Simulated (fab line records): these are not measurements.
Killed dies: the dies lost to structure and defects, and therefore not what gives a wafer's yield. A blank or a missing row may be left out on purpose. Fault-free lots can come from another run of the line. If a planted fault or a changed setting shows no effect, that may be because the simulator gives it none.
fab line records	flow n5Finfet
record: lots: 10	wafers: 30	lastDay: 20
route steps=1938 shown BEOL_M3@1005 BEOL_M4@1021
lots that met no fault: taken from a fault-free run of the same line
startH: the number of hours between the record's first day and the start of the first shown wafer of the lot	waitH: hours since the lot's step before	" identical to the entry in the row above	L1.1+2: a row that stands for several wafers	- no value, or no start given	* or withheld: withheld	< > ~ a bound
route shown NAME@n: NAME is a module with steps in the file, n the number in the route of the first one	usual: average and standard deviation across the fault-free wafers	same: alike in all rows	chamber/n: place in a boat	sites: the reading at each site	_std_site: the standard deviation of these	_edge_site: the outer-site mean with the inner-site mean subtracted	radiusMm: how far each site lies from the wafer's centre	mask NAME#n: copy n	behind: tool/chamber where the wafer was last shaped	hold: why the lot was held/for how many hours/how that ended	device: the n, p or np transistor that did not switch	end of line: at the end of the route, the tests of the same wafers	a step given without rows: its recipe and nothing more	killed: at the first sort, the dies lost to defects and structure; wafer yield is something else	map: shows each die of a wafer: x if killed, . if not, _ if none is there
set.NAME: the setting the step ran with; set.NAME@STEP: the setting that earlier step ran with	model.NAME: the simulator's own value behind a step, which no gauge read
a sample of lots followed through the steps of the route, with each step as a table and each wafer as a row
services: when a tool's chamber went out of use (startH, in hours from the record's first day, below 0 if earlier), for how many hours, and the reason
== steps ==
step: N5_BEOL_M3_ANNEAL_91
recipe: tempC: 400	timeS: 240	ambient: vacuum
usual: heaterPowerW: 844/90
lot.wafer	tool	chamber	startH	waitH	heaterPowerW
L713.2	pvdSputter-02	-	171.41	0.0	826
L713.4	"	-	"	"	791
L713.6	"	-	"	"	1000
L717.1	pvdSputter-03	-	190.97	0.0	806
L717.2	"	-	"	"	777
L717.6	"	-	"	"	787
L719.3	pvdSputter-02	-	209.87	0.0	815
L719.4	"	-	"	"	679
L719.5	"	-	"	"	675
L718.1	pvdSputter-03	-	211.68	0.0	761
L718.3	"	-	"	"	925
L718.6	"	-	"	"	941
L720.2	pvdSputter-02	-	212.85	0.0	1005
L720.3	"	-	"	"	762
L720.5	"	-	"	"	982
L722.1	pvdSputter-01	-	217.51	0.0	872
L722.3	"	-	"	"	856
L722.6	"	-	"	"	856
L725.3	pvdSputter-01	-	257.52	0.0	875
L725.5	"	-	"	"	845
L725.6	"	-	"	"	894
L733.2	pvdSputter-03	-	285.01	0.0	798
L733.3	"	-	"	"	791
L733.5	"	-	"	"	815
L734.1	pvdSputter-01	-	304.56	0.0	850
L734.3	"	-	"	"	941
L734.5	"	-	"	"	860
L735.1	pvdSputter-03	-	346.08	0.0	793
L735.2	"	-	"	"	935
L735.3	"	-	"	"	769
step: N5_BEOL_M3_CMP_52
recipe: stopOn: SiOC	tOverpolishS: 6.8	downForcePsi: 1	platenRpm: 50	clearingPlatenDownForcePsi: 1.5	clearingPlatenRpm: 50	postCmpClean: cuAlkaline	targetThkNm: 40	clearingPlatenPadVelocityMS: 0.99484	padVelocityMS: 0.99484
usual: barrierFieldEndpointS: 24.6/0.58	motorCurrentA: 6.1/0.48	overpolishRunS: 6.800/0.0092	timeToEndpointS: 62/3
lot.wafer	tool	chamber	startH	waitH	barrierFieldEndpointS	motorCurrentA	overpolishRunS	timeToEndpointS
L713.2	cmp-04	2	172.52	0.2	24.5	6.3	6.793	61
L713.4	"	3	"	"	24.6	5.7	6.799	62
L713.6	"	2	"	"	24.9	6.0	6.815	64
L717.2	cmp-03	2	192.36	0.3	23.9	5.4	6.820	67
L717.1	"	3	"	"	23.8	6.0	6.795	62
L717.6	"	0	"	"	24.8	6.3	6.808	68
L719.3	cmp-02	1	211.06	0.3	25.8	6.1	6.787	68
L719.4	"	3	"	"	25.0	5.7	6.790	63
L719.5	"	1	"	"	25.8	6.2	6.817	62
L718.1	cmp-03	0	212.83	0.3	25.1	6.3	6.798	62
L718.3	"	1	"	"	25.1	6.0	6.807	63
L718.6	"	2	"	"	24.8	5.3	6.793	60
L720.3	cmp-03	2	213.92	0.2	23.8	5.1	6.797	60
L720.2	"	3	"	"	23.7	6.2	6.810	59
L720.5	"	3	"	"	24.2	6.3	6.790	60
L722.1	cmp-02	2	218.59	0.3	25.4	6.5	6.806	63
L722.3	"	0	"	"	25.5	5.9	6.801	65
L722.6	"	2	"	"	25.3	6.1	6.811	63
L725.3	cmp-04	1	259.41	0.3	24.5	5.9	6.792	60
L725.5	"	0	"	"	24.6	7.2	6.803	57
L725.6	"	1	"	"	24.3	6.2	6.811	55
L733.2	cmp-04	1	286.08	0.2	24.7	5.5	6.809	58
L733.3	"	3	"	"	24.9	6.0	6.802	64
L733.5	"	2	"	"	25.1	6.3	6.813	64
L734.1	cmp-04	0	305.64	0.3	23.9	7.0	6.796	62
L734.3	"	1	"	"	25.1	6.1	6.812	62
L734.5	"	0	"	"	25.1	7.0	6.806	62
L735.1	cmp-02	2	347.58	0.3	25.2	6.3	6.784	63
L735.3	"	3	"	"	25.5	6.0	6.789	63
L735.2	"	0	"	"	25.2	6.4	6.801	61
step: N5_BEOL_M3_PRE_CLEAN_60
recipe: gas: NH3/H2	timeS: 15	tempC: *	rfPowerW: 300
usual: heaterPowerW: 72/13
lot.wafer	tool	chamber	startH	waitH	heaterPowerW
L713.2	cvdCo-02	2	172.81	0.0	73
L713.4	"	0	"	"	84
L713.6	"	2	"	"	73
L717.1	cvdCo-01	1	192.62	0.0	68
L717.2	"	2	"	"	54
L717.6	"	1	"	"	70
L719.3	cvdCo-01	1	211.36	0.0	68
L719.4	"	2	"	"	52
L719.5	"	0	"	"	72
L718.1	cvdCo-01	0	213.08	0.0	71
L718.3	"	1	"	"	71
L718.6	"	0	"	"	71
L720.2	cvdCo-02	1	214.25	0.0	97
L720.3	"	0	"	"	84
L720.5	"	0	"	"	87
L722.1	cvdCo-02	1	218.92	0.0	96
L722.3	"	2	"	"	74
L722.6	"	2	"	"	75
L725.3	cvdCo-02	1	259.70	0.0	97
L725.5	"	1	"	"	97
L725.6	"	2	"	"	72
L733.2	cvdCo-02	2	286.41	0.0	73
L733.3	"	1	"	"	97
L733.5	"	1	"	"	94
L734.1	cvdCo-02	2	305.97	0.0	73
L734.3	"	1	"	"	95
L734.5	"	2	"	"	74
L735.1	cvdCo-01	2	347.87	0.0	52
L735.2	"	0	"	"	72
L735.3	"	1	"	"	70
step: N5_BEOL_M4_ILD_DEP_00
recipe: material: SiOC	targetThkA: 790	tempC: 350	precursor: DEMS/O2	pressureTorr: 5	rfW: 500	timeS: 15.3
usual: heaterPowerW: 498/79	showerheadPlenumPTorr: 5.695/0.0096	throttleValvePct: 11.9/0.41
lot.wafer	tool	chamber	startH	waitH	heaterPowerW	showerheadPlenumPTorr	throttleValvePct
L713.2	pecvd-02	2	173.10	0.0	503	5.688	11.0
L713.4	"	1	"	"	392	5.696	12.5
L713.6	"	2	"	"	513	5.698	11.4
L717.1	pecvd-03	2	192.96	0.0	391	5.697	12.9
L717.2	"	0	"	"	547	5.703	12.0
L717.6	"	0	"	"	552	5.712	12.0
L719.3	pecvd-01	0	211.64	0.0	528	5.692	11.6
L719.4	"	1	"	"	452	5.685	12.1
L719.5	"	2	"	"	503	5.708	11.4
L718.1	pecvd-01	1	213.37	0.0	459	5.683	12.1
L718.3	"	2	"	"	544	5.696	11.5
L718.6	"	0	"	"	649	5.675	11.8
L720.2	pecvd-03	1	214.54	0.0	586	5.709	12.4
L720.3	"	0	"	"	449	5.693	12.0
L720.5	"	1	"	"	616	5.694	12.0
L722.1	pecvd-02	0	219.23	0.0	536	5.692	11.6
L722.3	"	1	"	"	397	5.704	12.1
L722.6	"	2	"	"	445	5.686	11.3
L725.3	pecvd-01	0	260.02	0.0	583	5.702	11.9
L725.5	"	2	"	"	478	5.711	11.6
L725.6	"	1	"	"	441	5.686	12.1
L733.2	pecvd-01	0	286.70	0.0	633	5.683	11.9
L733.3	"	2	"	"	563	5.694	12.1
L733.5	"	1	"	"	398	5.670	12.1
L734.1	pecvd-02	0	306.25	0.0	570	5.701	11.6
L734.3	"	2	"	"	519	5.688	11.7
L734.5	"	0	"	"	587	5.709	11.5
L735.1	pecvd-03	0	348.16	0.0	529	5.702	11.9
L735.2	"	1	"	"	563	5.711	12.2
L735.3	"	2	"	"	440	5.690	11.5
step: N5_BEOL_M4_THK_MEAS_01
recipe: reads: SiOC_of_BEOL_M4_ILD_DEP_00
usual: M4_ILD_THK: 79.2/1.1
lot.wafer	tool	chamber	startH	waitH	M4_ILD_THK[nm]
L713.2	filmMetro-01	-	173.17	0.1	77.6
L713.4	"	-	"	"	79.3
L713.6	"	-	"	"	79.1
L717.1	filmMetro-02	-	193.03	0.0	77.6
L717.2	"	-	"	"	76.8
L717.6	"	-	"	"	78.0
L719.3	filmMetro-01	-	211.71	0.1	79.0
L719.4	"	-	"	"	80.8
L719.5	"	-	"	"	79.9
L718.1	filmMetro-02	-	213.44	0.0	78.3
L718.3	"	-	"	"	78.6
L718.6	"	-	"	"	79.6
L720.2	filmMetro-01	-	214.62	0.1	77.0
L720.3	"	-	"	"	78.7
L720.5	"	-	"	"	77.7
L722.1	filmMetro-02	-	219.30	0.0	79.0
L722.3	"	-	"	"	79.9
L722.6	"	-	"	"	80.2
L725.3	filmMetro-02	-	260.09	0.1	77.7
L725.5	"	-	"	"	79.1
L725.6	"	-	"	"	80.1
L733.2	filmMetro-02	-	286.76	0.1	89.2
L733.3	"	-	"	"	77.7
L733.5	"	-	"	"	79.6
L734.1	filmMetro-01	-	306.32	0.0	78.1
L734.3	"	-	"	"	79.6
L734.5	"	-	"	"	80.2
L735.1	filmMetro-02	-	348.22	0.0	78.8
L735.2	"	-	"	"	77.4
L735.3	"	-	"	"	78.3
step: N5_BEOL_M4_RC_MEAS_101
usual: DIBL_N: 36.7/1.8	DIBL_P: 37.0/2.4	IOFF_N: 0.17/0.036	IOFF_P: 0.22/0.042	ION_N: 673/12	ION_P: 462/8.5	SS_N: 71.7/0.62	SS_P: 73.4/0.65	VT_N: 250/3.7	VT_P: -250/3.7
lot.wafer	tool	chamber	startH	waitH	DIBL_N[mV/V]	DIBL_P[mV/V]	IOFF_N[nA/um]	IOFF_P[nA/um]	ION_N[uA/um]	ION_P[uA/um]	SS_N[mV/dec]	SS_P[mV/dec]	VT_N[mV]	VT_P[mV]
L713.2	prober-02	0	188.56	0.2	38.5	39.0	0.19	0.25	671	461	71.5	73.3	250	-250
L713.4	"	0	"	"	38.2	39.0	0.21	0.24	675	460	71.9	74.6	245	-250
L713.6	"	0	"	"	37.8	37.4	0.19	0.22	667	457	72.0	73.4	250	-249
L717.1	prober-01	0	204.56	0.0	37.7	38.4	0.17	0.21	670	455	72.2	73.5	251	-253
L717.2	"	0	"	"	34.6	34.7	0.13	0.16	671	456	71.1	72.0	252	-255
L717.6	"	0	"	"	35.9	35.1	0.14	0.17	655	447	71.1	73.6	252	-254
L719.3	prober-02	0	224.45	0.3	36.2	37.7	0.16	0.22	675	471	71.6	73.5	249	-246
L719.4	"	0	"	"	33.3	33.2	0.12	0.17	663	460	71.1	72.6	254	-251
L719.5	"	0	"	"	37.4	38.6	0.18	0.25	677	468	72.3	73.3	248	-248
L718.1	prober-01	0	233.22	0.0	35.5	35.9	0.15	0.21	669	461	71.5	72.5	248	-252
L718.3	"	0	"	"	36.9	37.3	0.17	0.22	669	460	72.1	73.8	250	-252
L718.6	"	0	"	"	39.9	40.9	0.24	0.27	687	463	73.2	74.7	244	-250
L720.2	prober-02	0	233.76	0.2	41.1	41.2	0.24	0.27	692	467	72.5	73.7	244	-251
L720.3	"	0	"	"	38.2	38.3	0.18	0.20	672	456	72.0	73.1	248	-255
L720.5	"	0	"	"	37.5	37.9	0.17	0.21	670	451	71.7	73.3	247	-251
L722.1	prober-01	0	239.43	0.0	36.1	37.0	0.14	0.20	658	454	70.6	73.7	254	-250
L722.3	"	0	"	"	34.9	35.6	0.12	0.18	649	449	71.2	73.3	256	-251
L722.6	"	0	"	"	35.9	35.9	0.13	0.19	659	455	71.2	73.3	251	-254
L725.3	prober-01	0	271.27	0.3	34.9	37.2	0.14	0.22	669	465	70.8	73.9	252	-251
L725.5	"	0	"	"	35.1	36.2	0.13	0.19	664	460	71.2	74.0	255	-253
L725.6	"	0	"	"	34.5	36.0	0.13	0.19	674	463	71.3	73.4	250	-253
L733.2	prober-02	0	302.50	0.2	38.1	36.4	0.17	0.25	687	471	71.4	73.9	247	-248
L733.3	"	0	"	"	39.6	38.4	0.20	0.29	671	462	72.5	73.2	250	-247
L733.5	"	0	"	"	37.0	35.7	0.15	0.23	683	470	70.7	73.3	249	-248
L734.1	prober-02	0	330.73	0.0	37.6	38.4	0.18	0.24	684	467	72.0	72.7	248	-250
L734.3	"	0	"	"	36.9	37.5	0.16	0.22	671	460	71.8	73.1	249	-254
L734.5	"	0	"	"	36.6	37.7	0.16	0.23	676	469	71.8	73.9	249	-251
L735.1	prober-01	0	355.73	0.0	36.6	36.4	0.15	0.19	669	454	71.8	72.8	251	-252
L735.2	"	0	"	"	36.8	35.9	0.16	0.20	682	464	71.9	73.6	248	-253
L735.3	"	0	"	"	35.9	35.0	0.14	0.18	670	455	71.6	73.4	251	-254
== services ==
tool	chamber	startH	hours	kind
pecvd-02	1	148.43	2.9	repair
cmp-02	-	150.48	1.0	repair
cvdCo-02	-	157.45	0.8	repair
pecvd-02	-	175.95	0.5	repair
cmp-03	-	185.38	1.5	repair
cvdCo-01	0	186.88	23.8	repair
cmp-03	-	190.72	0.2	repair
pecvd-03	-	196.68	14.6	pm
cmp-03	-	210.84	0.7	repair
cvdCo-02	-	222.41	14.6	pm
cmp-03	-	224.37	63.0	repair
cmp-02	-	224.86	4.0	pm
pecvd-03	-	262.15	0.7	repair
cvdCo-01	0	273.32	15.6	repair
cmp-02	-	287.83	1.1	repair
cvdCo-01	1	288.80	24.4	repair
cmp-04	-	290.14	1.1	repair
cvdCo-01	0	293.30	39.6	repair
pecvd-01	1	294.60	5.9	repair
cmp-02	-	297.46	1.7	repair
pvdSputter-02	-	301.83	7.9	repair
cmp-02	-	304.38	24.4	pm
cvdCo-02	-	309.43	2.8	pm
pecvd-01	2	323.02	8.5	repair
== key ==
firstSign: step: N5_BEOL_M4_THK_MEAS_01	reading: M4_ILD_THK	direction: up	sigmas: 9.4	usual: 79.2	struck: 89.2
effect none on later readings
metAt N5_BEOL_M4_ILD_DEP_00
struckLots L733
struckWafers L733.2
notActingAt N5_BEOL_M3_ANNEAL_91,N5_BEOL_M3_CMP_52,N5_BEOL_M3_PRE_CLEAN_60
onsetBetween 260.02 286.70
fault: kind: processParameterDrift	tool: pecvd-01	chamber: 0	onsetH: 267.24	steps: N5_BEOL_M4_ILD_DEP_00	channel: timeS	offset: *	shape: step	endH: 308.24	actsIn: *	stated: *
